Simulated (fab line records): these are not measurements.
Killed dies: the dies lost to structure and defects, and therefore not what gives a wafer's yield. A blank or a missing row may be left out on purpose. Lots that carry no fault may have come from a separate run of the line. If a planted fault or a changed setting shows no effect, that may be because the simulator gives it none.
fab line records + flow n5_finfet
[record]
- lots = 10
- wafers = 30
- last_day = 17
route steps=1938 shown FIN_CUT@175 STI_FIN_REVEAL@184 BEOL_M4@1111 PASSIVATION@1936
lots that met no fault: from a run of the same line without faults
start_h: start of the lot's first displayed wafer, in hours after the record's first day + wait_h: time in hours since the lot's previous step + " the same as in the row above + L1.1+2: several wafers, shown together as one row + - no value, or no start was given + * or withheld: withheld + < > ~ a bound
route shown NAME@n: a module of which the file shows steps, and the number in the route of the first + usual: mean and standard deviation over wafers with no fault + same: alike in all rows + chamber/n: place in a boat + sites: per-site readings + _std_site: standard deviation of those values + _edge_site: mean of outer sites minus mean of inner sites + radius_mm: how far each site lies from the wafer's centre + mask NAME#n: copy n + behind: the most recent tool/chamber to have shaped the wafer + hold: the reason the lot was held/the length of the hold in hours/how it ended + device: names the non-switching transistor (n, p or np) + end of line: tests run on the same wafers once the route is complete + for a step that has no rows: nothing shown but its recipe + killed: count of dies lost to structure and defects at first sort (not the wafer's yield) + map: the dies of a wafer, with x for killed, . for not killed, _ for no die there
set.NAME: the setting as run; set.NAME@STEP: as run at that earlier step + model.NAME: the simulator's own value behind a step, which no gauge read
the route's steps for a sample of lots (tables are steps, rows are wafers)
services: the hour from which a tool's chamber was out of use, counted from the record's first day as start_h (under 0 if before that day), plus the number of hours and why
[[steps]]
[step N5_FIN_CUT_PRECLEAN_35]
[recipe]
- time_s = 13.3
- temp_c = 45
- pressure_torr = 125
- p_hf_torr = 3
- p_coreactant_torr = 25
- chemistry = vHF
[usual]
- drypump_motor_current_A = 6.18/0.29
- time_s = 13.3/0
| lot.wafer | tool          | chamber | start_h | wait_h | drypump_motor_current_A | time_s |
|-----------|---------------|---------|---------|--------|-------------------------|--------|
| L750.2    | vapor_etch-01 | 0       | 39.81   | 0.0    | 6.64                    | 13.3   |
| L750.4    | "             | 1       | "       | "      | 6.13                    | 13.3   |
| L750.5    | "             | 0       | "       | "      | 6.63                    | 13.3   |
| L751.1    | vapor_etch-01 | 0       | 45.82   | 0.0    | 6.63                    | 13.3   |
| L751.3    | "             | 1       | "       | "      | 6.13                    | 13.3   |
| L751.5    | "             | 0       | "       | "      | 6.67                    | 13.3   |
| L753.2    | vapor_etch-02 | 1       | 57.14   | 0.0    | 6.16                    | 13.3   |
| L753.3    | "             | 1       | "       | "      | 6.16                    | 13.3   |
| L753.6    | "             | 1       | "       | "      | 6.14                    | 13.3   |
| L755.1    | vapor_etch-01 | 0       | 69.56   | 0.0    | 6.69                    | 13.3   |
| L755.3    | "             | 1       | "       | "      | 6.12                    | 13.3   |
| L755.6    | "             | 0       | "       | "      | 6.65                    | 13.3   |
| L760.2    | vapor_etch-01 | 1       | 106.35  | 0.0    | 6.12                    | 13.3   |
| L760.4    | "             | 1       | "       | "      | 6.14                    | 13.3   |
| L760.5    | "             | 0       | "       | "      | 6.65                    | 13.3   |
| L762.4    | vapor_etch-01 | 0       | 113.32  | 0.1    | 6.68                    | 13.3   |
| L762.5    | "             | 0       | "       | "      | 6.67                    | 13.3   |
| L762.6    | "             | 1       | "       | "      | 6.07                    | 11.931 |
| L764.1    | vapor_etch-01 | 1       | 123.80  | 0.0    | 6.12                    | 13.3   |
| L764.2    | "             | 0       | "       | "      | 6.62                    | 11.931 |
| L764.6    | "             | 0       | "       | "      | 6.62                    | 11.931 |
| L766.2    | vapor_etch-02 | 1       | 134.69  | 0.0    | 6.14                    | 13.3   |
| L766.3    | "             | 0       | "       | "      | 5.84                    | 13.3   |
| L766.6    | "             | 1       | "       | "      | 6.17                    | 13.3   |
| L767.1    | vapor_etch-02 | 1       | 141.22  | 0.0    | 6.14                    | 13.3   |
| L767.2    | "             | 0       | "       | "      | 5.85                    | 13.3   |
| L767.6    | "             | 0       | "       | "      | 5.84                    | 13.3   |
| L768.1    | vapor_etch-02 | 1       | 149.87  | 0.0    | 6.15                    | 13.3   |
| L768.2    | "             | 0       | "       | "      | 5.86                    | 13.3   |
| L768.6    | "             | 1       | "       | "      | 6.15                    | 13.3   |
[step N5_FIN_CUT_CUT_ETCH_15]
[recipe]
- chemistry = HBr/Cl2/O2
- target = Si
- target_depth_a = 1000
- bt_time_s = 10
- mask_material = SOC
- time_s = 42.4
- ion_energy_ev = *
- bias_w = *
- pressure_mtorr = 10
- icp_w = 800
- HBr_flow_sccm = 150
- Cl2_flow_sccm = 80
- O2_flow_sccm = 12
[usual]
- drypump_motor_current_A = 5.66/0.28
- mfc_cl2_sccm = 80.02/0.24
- oes_product_au = 0.997/0.015
- rf_fwd_power_W = *
- throttle_valve_pct = 37.29/0.18
| lot.wafer | tool      | chamber | start_h | wait_h | drypump_motor_current_A | mfc_cl2_sccm | oes_product_au | rf_fwd_power_W | rf_hours_counter_h | throttle_valve_pct |
|-----------|-----------|---------|---------|--------|-------------------------|--------------|----------------|----------------|--------------------|--------------------|
| L750.2    | rie_si-02 | 1       | 39.89   | 0.1    | 5.54                    | 79.69        | 0.994          | *              | 97                 | 37.01              |
| L750.4    | "         | 2       | "       | "      | 5.94                    | 80.30        | 0.976          | *              | 171                | 37.48              |
| L750.5    | "         | 2       | "       | "      | 5.95                    | 80.24        | 0.973          | *              | -                  | 37.47              |
| L751.1    | rie_si-01 | 2       | 45.90   | 0.1    | 5.99                    | 80.52        | 1.018          | *              | 85                 | 37.08              |
| L751.3    | "         | 0       | "       | "      | 5.33                    | 80.03        | 1.002          | *              | 24                 | 37.25              |
| L751.5    | "         | 1       | "       | "      | 5.61                    | 79.63        | 0.997          | *              | -                  | 37.22              |
| L753.2    | rie_si-02 | 0       | 57.22   | 0.1    | 5.19                    | 80.28        | 1.015          | *              | 98                 | 37.45              |
| L753.3    | "         | 1       | "       | "      | 5.48                    | 79.86        | 0.994          | *              | 97                 | 37.00              |
| L753.6    | "         | 3       | "       | "      | 6.02                    | 79.84        | 1.007          | *              | -                  | 37.24              |
| L755.1    | rie_si-02 | 1       | 69.64   | 0.1    | 5.48                    | 79.84        | 0.991          | *              | 97                 | 37.01              |
| L755.3    | "         | 0       | "       | "      | 5.21                    | 80.36        | 1.017          | *              | 98                 | 37.46              |
| L755.6    | "         | 0       | "       | "      | 5.23                    | 79.70        | 1.020          | *              | -                  | 37.46              |
| L760.2    | rie_si-02 | 2       | 106.43  | 0.1    | 5.93                    | 79.88        | 0.968          | *              | 172                | 37.47              |
| L760.4    | "         | 1       | "       | "      | 5.49                    | 79.95        | 0.991          | *              | 98                 | 37.01              |
| L760.5    | "         | 3       | "       | "      | 6.02                    | 79.77        | 0.999          | *              | -                  | 37.23              |
| L762.4    | rie_si-02 | 0       | 113.38  | 0.0    | 5.22                    | 80.25        | 1.015          | *              | 99                 | 37.46              |
| L762.5    | "         | 3       | "       | "      | 6.00                    | 80.13        | 1.000          | *              | -                  | 37.25              |
| L762.6    | "         | 0       | "       | "      | 5.21                    | 79.71        | 1.014          | *              | -                  | 37.46              |
| L764.1    | rie_si-02 | 1       | 123.88  | 0.1    | 5.49                    | 80.07        | 0.992          | *              | 98                 | 37.00              |
| L764.2    | "         | 3       | "       | "      | 6.02                    | 80.17        | 1.004          | *              | 178                | 37.22              |
| L764.6    | "         | 1       | "       | "      | 5.52                    | 80.10        | 0.992          | *              | -                  | 37.00              |
| L766.2    | rie_si-02 | 0       | 134.77  | 0.1    | 5.25                    | 80.36        | 1.019          | *              | 99                 | 37.46              |
| L766.3    | "         | 1       | "       | "      | 5.48                    | 80.19        | 0.983          | *              | 99                 | 37.01              |
| L766.6    | "         | 1       | "       | "      | 5.47                    | 80.03        | 0.992          | *              | -                  | 37.00              |
| L767.1    | rie_si-01 | 2       | 141.30  | 0.1    | 5.98                    | 80.34        | 1.019          | *              | 86                 | 37.07              |
| L767.2    | "         | 3       | "       | "      | 5.66                    | 79.95        | 0.972          | *              | 77                 | 37.65              |
| L767.6    | "         | 1       | "       | "      | 5.60                    | 79.85        | 0.988          | *              | -                  | 37.21              |
| L768.1    | rie_si-03 | 1       | 149.95  | 0.1    | 5.38                    | 80.00        | 1.017          | *              | 188                | 37.21              |
| L768.2    | "         | 2       | "       | "      | 5.61                    | 80.34        | 0.993          | *              | 68                 | 37.50              |
| L768.6    | "         | 1       | "       | "      | 5.37                    | 79.99        | 1.014          | *              | -                  | 37.19              |
[step N5_STI_FIN_REVEAL_ALD_14]
[recipe]
- material = Si3N4
- target_thk_a = 30
- temp_c = 400
- ald_precursor_family = SiH2I2
- ald_co_reactant = N2/H2-plasma
- pressure_torr = 2
[usual]
- heater_power_w = 858/140
| lot.wafer | tool       | chamber | start_h | wait_h | heater_power_w |
|-----------|------------|---------|---------|--------|----------------|
| L750.2    | ald_sin-03 | 0       | 40.26   | 0.0    | 895            |
| L750.4    | "          | 2       | "       | "      | 905            |
| L750.5    | "          | 2       | "       | "      | 922            |
| L751.1    | ald_sin-01 | 1       | 46.52   | 0.0    | 761            |
| L751.3    | "          | 3       | "       | "      | 1185           |
| L751.5    | "          | 2       | "       | "      | 763            |
| L753.2    | ald_sin-01 | 1       | 58.42   | 0.0    | 769            |
| L753.3    | "          | 2       | "       | "      | 757            |
| L753.6    | "          | 3       | "       | "      | 1150           |
| L755.1    | ald_sin-01 | 2       | 70.01   | 0.0    | 770            |
| L755.3    | "          | 1       | "       | "      | 757            |
| L755.6    | "          | 2       | "       | "      | 787            |
| L760.2    | ald_sin-03 | 1       | 106.80  | 0.0    | 887            |
| L760.4    | "          | 0       | "       | "      | 910            |
| L760.5    | "          | 2       | "       | "      | 952            |
| L762.4    | ald_sin-03 | 0       | 114.12  | 0.0    | 895            |
| L762.5    | "          | 2       | "       | "      | 924            |
| L762.6    | "          | 1       | "       | "      | 907            |
| L764.1    | ald_sin-01 | 0       | 124.57  | 0.0    | 726            |
| L764.2    | "          | 2       | "       | "      | 762            |
| L764.6    | "          | 1       | "       | "      | 755            |
| L766.2    | ald_sin-01 | 1       | 135.85  | 0.0    | 760            |
| L766.3    | "          | 3       | "       | "      | 1155           |
| L766.6    | "          | 0       | "       | "      | 728            |
| L767.1    | ald_sin-01 | 2       | 143.09  | 0.0    | 803            |
| L767.2    | "          | 1       | "       | "      | 738            |
| L767.6    | "          | 1       | "       | "      | 751            |
| L768.1    | ald_sin-03 | 2       | 152.18  | 0.0    | 910            |
| L768.2    | "          | 3       | "       | "      | 787            |
| L768.6    | "          | 1       | "       | "      | 897            |
[step N5_STI_FIN_REVEAL_CMP_04]
[recipe]
- stop_on = Si3N4
- t_overpolish_s = 4
- down_force_psi = 2
- platen_rpm = 54.18
- post_cmp_clean = alkaline_brush
- pad_velocity_m_s = 1.078
- target_thk_nm = 131.83
[usual]
- motor_current_A = 8.0/0.73
- overpolish_run_s = 4.001/0.0092
- time_to_endpoint_s = 104/4.7
| lot.wafer | tool   | chamber | start_h | wait_h | motor_current_A | overpolish_run_s | time_to_endpoint_s |
|-----------|--------|---------|---------|--------|-----------------|------------------|--------------------|
| L750.4    | cmp-03 | 2       | 45.95   | 0.1    | 7.9             | 3.994            | 97                 |
| L750.2    | "      | 3       | "       | "      | 7.7             | 4.000            | 99                 |
| L750.5    | "      | 1       | "       | "      | 8.6             | 3.994            | 98                 |
| L751.3    | cmp-03 | 0       | 52.17   | 0.0    | 8.7             | 3.994            | 97                 |
| L751.1    | "      | 1       | "       | "      | 8.9             | 4.009            | 99                 |
| L751.5    | "      | 1       | "       | "      | 8.9             | 4.002            | 100                |
| L753.2    | cmp-02 | 0       | 63.49   | 0.1    | 8.1             | 4.010            | 106                |
| L753.3    | "      | 1       | "       | "      | 9.8             | 3.985            | 100                |
| L753.6    | "      | 0       | "       | "      | 7.9             | 4.009            | 104                |
| L755.1    | cmp-03 | 1       | 75.65   | 0.0    | 8.8             | 4.003            | 96                 |
| L755.3    | "      | 3       | "       | "      | 7.6             | 4.018            | 94                 |
| L755.6    | "      | 2       | "       | "      | 7.4             | 3.990            | 96                 |
| L760.4    | cmp-03 | 3       | 112.63  | 0.8    | 7.8             | 3.996            | 103                |
| L760.2    | "      | 0       | "       | "      | 8.2             | 3.991            | 104                |
| L760.5    | "      | 1       | "       | "      | 8.7             | 3.989            | 103                |
| L762.4    | cmp-03 | 1       | 119.19  | 0.1    | 8.9             | 3.995            | 105                |
| L762.6    | "      | 0       | "       | "      | 8.7             | 3.987            | 101                |
| L762.5    | "      | 1       | "       | "      | 9.2             | 3.996            | 104                |
| L764.2    | cmp-03 | 1       | 129.68  | 0.1    | 8.7             | 4.009            | 106                |
| L764.1    | "      | 2       | "       | "      | 7.3             | 4.028            | 107                |
| L764.6    | "      | 3       | "       | "      | 7.5             | 3.992            | 105                |
| L766.3    | cmp-03 | 1       | 141.24  | 0.0    | 8.4             | 4.009            | 107                |
| L766.2    | "      | 0       | "       | "      | 8.6             | 3.997            | 104                |
| L766.6    | "      | 2       | "       | "      | 7.7             | 3.997            | 109                |
| L767.2    | cmp-03 | 0       | 148.21  | 0.1    | 8.5             | 4.005            | 101                |
| L767.1    | "      | 1       | "       | "      | 8.4             | 3.994            | 104                |
| L767.6    | "      | 3       | "       | "      | 7.5             | 3.992            | 111                |
| L768.1    | cmp-02 | 3       | 157.37  | 0.2    | 7.7             | 4.004            | 105                |
| L768.2    | "      | 1       | "       | "      | 9.6             | 4.002            | 111                |
| L768.6    | "      | 2       | "       | "      | 6.6             | 4.014            | 108                |
[step N5_BEOL_M4_RC_MEAS_101]
[usual]
- DIBL_N = 36.3/1.4
- DIBL_P = 35.7/1.5
- IOFF_N = 0.155/0.022
- IOFF_P = 0.204/0.027
- ION_N = 671/9
- ION_P = 459/6.2
- SS_N = 71.5/0.54
- SS_P = 73.1/0.56
- VT_N = 250.2/2.6
- VT_P = -251/3.3
| lot.wafer | tool      | chamber | start_h | wait_h | DIBL_N[mV/V] | DIBL_P[mV/V] | IOFF_N[nA/um] | IOFF_P[nA/um] | ION_N[uA/um] | ION_P[uA/um] | SS_N[mV/dec] | SS_P[mV/dec] | VT_N[mV] | VT_P[mV] |
|-----------|-----------|---------|---------|--------|--------------|--------------|---------------|---------------|--------------|--------------|--------------|--------------|----------|----------|
| L750.2    | prober-01 | 0       | 186.80  | 0.2    | 35.3         | 35.6         | 0.162         | 0.216         | 677          | 466          | 71.7         | 73.3         | 247.9    | -248     |
| L750.4    | "         | 0       | "       | "      | 35.4         | 35.4         | 0.156         | 0.221         | 663          | 462          | 71.7         | 73.4         | 249.2    | -249     |
| L750.5    | "         | 0       | "       | "      | 34.2         | 33.7         | 0.144         | 0.187         | 671          | 457          | 70.8         | 72.3         | 250.9    | -251     |
| L751.1    | prober-02 | 0       | 189.13  | 0.0    | 35.0         | 34.9         | 0.137         | 0.171         | 663          | 453          | 70.7         | 72.3         | 250.8    | -255     |
| L751.3    | "         | 0       | "       | "      | 36.4         | 36.8         | 0.176         | 0.195         | 682          | 464          | 71.5         | 73.4         | 245.6    | -254     |
| L751.5    | "         | 0       | "       | "      | 38.2         | 38.8         | 0.212         | 0.222         | 686          | 456          | 71.1         | 73.6         | 243.2    | -252     |
| L753.2    | prober-01 | 0       | 192.17  | 0.6    | 37.8         | 37.2         | 0.193         | 0.243         | 674          | 465          | 71.1         | 74.0         | 246.9    | -246     |
| L753.3    | "         | 0       | "       | "      | 35.7         | 35.6         | 0.148         | 0.210         | 670          | 464          | 70.6         | 73.3         | 250.1    | -248     |
| L753.6    | "         | 0       | "       | "      | 36.8         | 37.0         | 0.185         | 0.239         | 691          | 470          | 71.4         | 73.5         | 247.2    | -246     |
| L755.1    | prober-01 | 0       | 212.61  | 0.0    | 35.3         | 35.5         | 0.133         | 0.177         | 677          | 462          | 70.9         | 72.4         | 253.2    | -255     |
| L755.3    | "         | 0       | "       | "      | 36.1         | 35.9         | 0.149         | 0.185         | 661          | 451          | 71.3         | 73.4         | 251.9    | -255     |
| L755.6    | "         | 0       | "       | "      | 36.7         | 35.6         | 0.151         | 0.174         | 668          | 447          | 71.6         | 72.5         | 252.9    | -258     |
| L762.4    | prober-01 | 0       | 253.56  | 0.5    | 36.8         | 34.0         | 0.151         | 0.169         | 666          | 454          | 71.4         | 72.9         | 248.8    | -257     |
| L762.5    | "         | 0       | "       | "      | 36.0         | 33.6         | 0.138         | 0.161         | 667          | 451          | 71.5         | 72.5         | 253.7    | -254     |
| L762.6    | "         | 0       | "       | "      | 35.6         | 33.8         | 0.136         | 0.166         | 671          | 457          | 71.4         | 73.1         | 252.2    | -256     |
| L760.2    | prober-01 | 0       | 256.94  | 0.2    | 35.5         | 37.0         | 0.149         | 0.189         | 677          | 458          | 71.5         | 73.8         | 249.4    | -251     |
| L760.4    | "         | 0       | "       | "      | 35.8         | 36.9         | 0.160         | 0.193         | 672          | 457          | 71.5         | 72.9         | 250.1    | -254     |
| L760.5    | "         | 0       | "       | "      | 34.5         | 36.1         | 0.144         | 0.182         | 668          | 454          | 71.3         | 73.4         | 250.6    | -250     |
| L764.1    | prober-01 | 0       | 262.78  | 0.0    | 34.9         | 35.8         | 0.145         | 0.190         | 661          | 450          | 70.1         | 73.0         | 249.7    | -254     |
| L764.2    | "         | 0       | "       | "      | 36.1         | 37.2         | 0.155         | 0.208         | 665          | 454          | 71.3         | 73.4         | 249.4    | -252     |
| L764.6    | "         | 0       | "       | "      | 35.9         | 37.0         | 0.153         | 0.198         | 667          | 455          | 72.1         | 73.4         | 251.5    | -255     |
| L766.2    | prober-01 | 0       | 274.48  | 0.2    | 34.1         | 33.5         | 0.119         | 0.174         | 666          | 457          | 71.0         | 72.7         | 253.2    | -252     |
| L766.3    | "         | 0       | "       | "      | 35.0         | 34.6         | 0.131         | 0.185         | 664          | 457          | 71.2         | 72.9         | 252.5    | -251     |
| L766.6    | "         | 0       | "       | "      | 35.4         | 34.6         | 0.138         | 0.192         | 677          | 462          | 71.6         | 73.0         | 250.7    | -251     |
| L767.1    | prober-02 | 0       | 284.96  | 0.0    | 36.2         | 36.8         | 0.153         | 0.207         | 675          | 466          | 71.5         | 72.7         | 250.7    | -250     |
| L767.2    | "         | 0       | "       | "      | 36.3         | 36.8         | 0.158         | 0.213         | 671          | 460          | 71.3         | 73.0         | 251.5    | -249     |
| L767.6    | "         | 0       | "       | "      | 35.9         | 36.0         | 0.143         | 0.194         | 663          | 457          | 71.1         | 72.4         | 253.7    | -251     |
| L768.1    | prober-01 | 0       | 293.64  | 0.0    | 36.0         | 35.2         | 0.143         | 0.185         | 674          | 459          | 71.3         | 72.9         | 252.5    | -254     |
| L768.2    | "         | 0       | "       | "      | 34.7         | 33.2         | 0.120         | 0.159         | 655          | 450          | 72.0         | 72.7         | 253.5    | -254     |
| L768.6    | "         | 0       | "       | "      | 37.8         | 37.7         | 0.188         | 0.224         | 682          | 464          | 71.5         | 73.9         | 245.5    | -251     |
[step N5_PASSIVATION_PROBE_49]
[usual]
- defect_limited_yield = 91.0/1.5
- killed_at_M0_to_M3 = 36/12
- killed_at_M4_up = 14/5.5
- killed_at_contacts = 11/4.8
- killed_at_front_end = 42/12
- killed_at_other = 3.7/2.7
- killed_dies = 106/18
- killed_on_rim = 13/4.5
- killed_open = 70/13
- killed_short = 35/8.2
- sort_bin_5_function = 5.3/1
- sort_bin_6_memory = 3.3/0.69
- sort_bin_8_speed = 0.00/0.007
- sort_n_pass = 1074/18
- sort_yield_pct = 91.0/1.5
[same]
- gross_dies = 1180
- killed_at_back_side = 0
- sort_bin_4_leakage[%] = 0
| lot.wafer | tool      | chamber | start_h | wait_h | defect_limited_yield[%] | killed_at_M0_to_M3 | killed_at_M4_up | killed_at_contacts | killed_at_front_end | killed_at_other | killed_dies | killed_on_rim | killed_open | killed_short | sort_bin_5_function[%] | sort_bin_6_memory[%] | sort_bin_8_speed[%] | sort_n_pass | sort_yield_pct[%] |
|-----------|-----------|---------|---------|--------|-------------------------|--------------------|-----------------|--------------------|---------------------|-----------------|-------------|---------------|-------------|--------------|------------------------|----------------------|---------------------|-------------|-------------------|
| L764.1    | prober-02 | -       | 361.67  | 0.0    | 88.3                    | 46                 | 20              | 15                 | 54                  | 3               | 138         | 22            | 95          | 43           | 5.9                    | 5.1                  | 0                   | 1042        | 88.3              |
| L764.2    | prober-02 | -       | 361.72  | 0.1    | 88.3                    | 43                 | 19              | 7                  | 64                  | 5               | 138         | 22            | 88          | 49           | 6.9                    | 4.2                  | 0                   | 1042        | 88.3              |
| L764.6    | prober-02 | -       | 361.92  | 0.3    | 88.4                    | 36                 | 23              | 7                  | 63                  | 8               | 137         | 18            | 97          | 40           | 7.1                    | 4.2                  | 0                   | 1043        | 88.4              |
| L766.2    | prober-01 | -       | 379.83  | 0.1    | 90.7                    | 31                 | 15              | 11                 | 53                  | 0               | 110         | 14            | 72          | 37           | 5.4                    | 3.4                  | 0                   | 1070        | 90.7              |
| L766.3    | prober-01 | -       | 379.88  | 0.1    | 89.7                    | 41                 | 15              | 3                  | 54                  | 8               | 121         | 14            | 71          | 50           | 5.7                    | 4.2                  | 0                   | 1059        | 89.7              |
| L766.6    | prober-01 | -       | 380.03  | 0.3    | 90.2                    | 36                 | 13              | 12                 | 54                  | 1               | 116         | 15            | 72          | 43           | 6.4                    | 3.3                  | 0                   | 1064        | 90.2              |
| L767.1    | prober-01 | -       | 399.64  | 0.0    | 89.4                    | 44                 | 13              | 6                  | 54                  | 8               | 125         | 19            | 81          | 44           | 6.2                    | 4.2                  | 0                   | 1055        | 89.4              |
| L767.2    | prober-01 | -       | 399.69  | 0.1    | 90.2                    | 40                 | 15              | 19                 | 42                  | 0               | 116         | 20            | 75          | 41           | 5.8                    | 3.6                  | 0                   | 1064        | 90.2              |
| L767.6    | prober-01 | -       | 399.89  | 0.3    | 89.3                    | 48                 | 14              | 9                  | 51                  | 4               | 126         | 11            | 87          | 39           | 6.8                    | 3.6                  | 0                   | 1054        | 89.3              |
// killed by level:class
L764.1 FIN_SAQP:geometric_particle:short=15 MOL_CONTACT_COAG:geometric_particle:open=15 STI_FIN_REVEAL:geometric_particle:open=12 BEOL_M0_SAQP:geometric_particle:open=12 BEOL_M0_SAQP:geometric_particle:short=10 FIN_SAQP:geometric_particle:open=9 BEOL_M1:geometric_particle:open=9 BEOL_M4:geometric_particle:open=6
L764.2 BEOL_M0_SAQP:geometric_particle:open=15 BEOL_M4:geometric_particle:open=12 FIN_SAQP:geometric_particle:short=11 BEOL_M0_SAQP:geometric_particle:short=10 STI_FIN_REVEAL:geometric_particle:open=9 FIN_SAQP:geometric_particle:open=8 DUMMY_GATE:geometric_particle:open=8 MOL_CONTACT_COAG:geometric_particle:open=7
L764.6 FIN_SAQP:geometric_particle:open=14 STI_FIN_REVEAL:geometric_particle:open=14 BEOL_M0_SAQP:geometric_particle:short=12 DUMMY_GATE:geometric_particle:open=11 BEOL_M4:geometric_particle:open=8 BEOL_M0_SAQP:geometric_particle:open=7 MOL_CONTACT_COAG:geometric_particle:open=6 BEOL_M3:geometric_particle:open=6
L766.2 STI_FIN_REVEAL:geometric_particle:open=11 FIN_SAQP:geometric_particle:open=10 MOL_CONTACT_COAG:geometric_particle:open=9 BEOL_M0_SAQP:geometric_particle:short=9 FIN_SAQP:geometric_particle:short=8 BEOL_M1:geometric_particle:open=7 STI_FIN_REVEAL:geometric_particle:short=6 BEOL_M4:geometric_particle:open=6
L766.3 STI_FIN_REVEAL:geometric_particle:open=15 BEOL_M0_SAQP:geometric_particle:short=9 FIN_SAQP:geometric_particle:open=8 FIN_SAQP:geometric_particle:short=8 BEOL_M2:geometric_particle:short=8 DUMMY_GATE:geometric_particle:open=7 BEOL_M0_SAQP:geometric_particle:open=7 GATE_CUT:geometric_particle:short=6
L766.6 FIN_SAQP:geometric_particle:short=12 FIN_SAQP:geometric_particle:open=11 GATE_CUT:geometric_particle:short=10 MOL_CONTACT_COAG:geometric_particle:open=10 STI_FIN_REVEAL:geometric_particle:open=8 BEOL_M0_SAQP:geometric_particle:short=7 BEOL_M3:geometric_particle:open=7 BEOL_M0_SAQP:geometric_particle:open=6
L767.1 STI_FIN_REVEAL:geometric_particle:open=12 FIN_SAQP:geometric_particle:open=11 FIN_SAQP:geometric_particle:short=9 BEOL_M0_SAQP:geometric_particle:short=7 BEOL_M0_SAQP:geometric_particle:open=7 BEOL_M2:geometric_particle:open=7 MOL_CONTACT_COAG:geometric_particle:open=6 ILD0:geometric_particle:short=5
L767.2 MOL_CONTACT_COAG:geometric_particle:open=15 BEOL_M0_SAQP:geometric_particle:open=9 FIN_SAQP:geometric_particle:open=8 BEOL_M0_SAQP:geometric_particle:short=8 FIN_SAQP:geometric_particle:short=7 STI_FIN_REVEAL:geometric_particle:open=7 BEOL_M1:geometric_particle:open=6 STI_FIN_REVEAL:geometric_particle:short=5
L767.6 BEOL_M2:geometric_particle:open=15 FIN_SAQP:geometric_particle:open=11 BEOL_M1:geometric_particle:open=10 MOL_CONTACT_COAG:geometric_particle:open=6 BEOL_M5:geometric_particle:open=6 STI_FIN_REVEAL:geometric_particle:open=5 GATE_CUT:geometric_particle:short=5 BEOL_M0_SAQP:geometric_particle:open=5
[[services]]
| tool          | chamber | start_h | hours | kind                           |
|---------------|---------|---------|-------|--------------------------------|
| ald_sin-01    | 2       | 18.99   | 4.2   | repair                         |
| cmp-02        | -       | 24.54   | 3.2   | repair                         |
| ald_sin-01    | -       | 28.55   | 1.1   | repair                         |
| rie_si-01     | -       | 35.53   | 0.2   | repair                         |
| ald_sin-01    | -       | 37.65   | 3.9   | repair                         |
| cmp-03        | -       | 38.36   | 1.0   | repair                         |
| cmp-02        | -       | 49.36   | 4.0   | pm                             |
| cmp-02        | -       | 53.36   | -     | consumable_replace:conditioner |
| cmp-02        | -       | 53.36   | -     | consumable_replace:pad         |
| cmp-03        | -       | 63.97   | 4.7   | pm                             |
| cmp-02        | -       | 66.82   | 0.3   | repair                         |
| rie_si-03     | 3       | 75.19   | 19.1  | repair                         |
| ald_sin-03    | 1       | 80.39   | 3.1   | repair                         |
| vapor_etch-02 | -       | 86.21   | 0.3   | repair                         |
| cmp-02        | -       | 93.69   | 1.8   | repair                         |
| cmp-02        | -       | 107.47  | 5.4   | pm                             |
| rie_si-01     | 1       | 118.02  | 3.2   | repair                         |
| rie_si-02     | 1       | 143.48  | 6.7   | repair                         |
| cmp-02        | -       | 143.95  | 4.6   | pm                             |
| rie_si-03     | -       | 149.01  | 0.2   | repair                         |
| cmp-03        | -       | 149.25  | 0.3   | repair                         |
[[key]]
[first_sign]
- step = N5_FIN_CUT_PRECLEAN_35
- reading = time_s
- direction = down
- sigmas = 99+
- usual = *
- struck = *
effect none on later readings
met_at N5_FIN_CUT_PRECLEAN_35
struck_lots L762,L764
struck_wafers L762.6,L764.2,L764.6
not_acting_at N5_FIN_CUT_CUT_ETCH_15,N5_STI_FIN_REVEAL_ALD_14,N5_STI_FIN_REVEAL_CMP_04
onset_between 106.35 113.32
[fault]
- kind = process_parameter_drift
- tool = vapor_etch-01
- chamber = -
- onset_h = 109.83
- steps = N5_FIN_CUT_PRECLEAN_35
- channel = time_s
- offset = *
- shape = step
- end_h = 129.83
- scope = struck_wafers_only
- stated = *
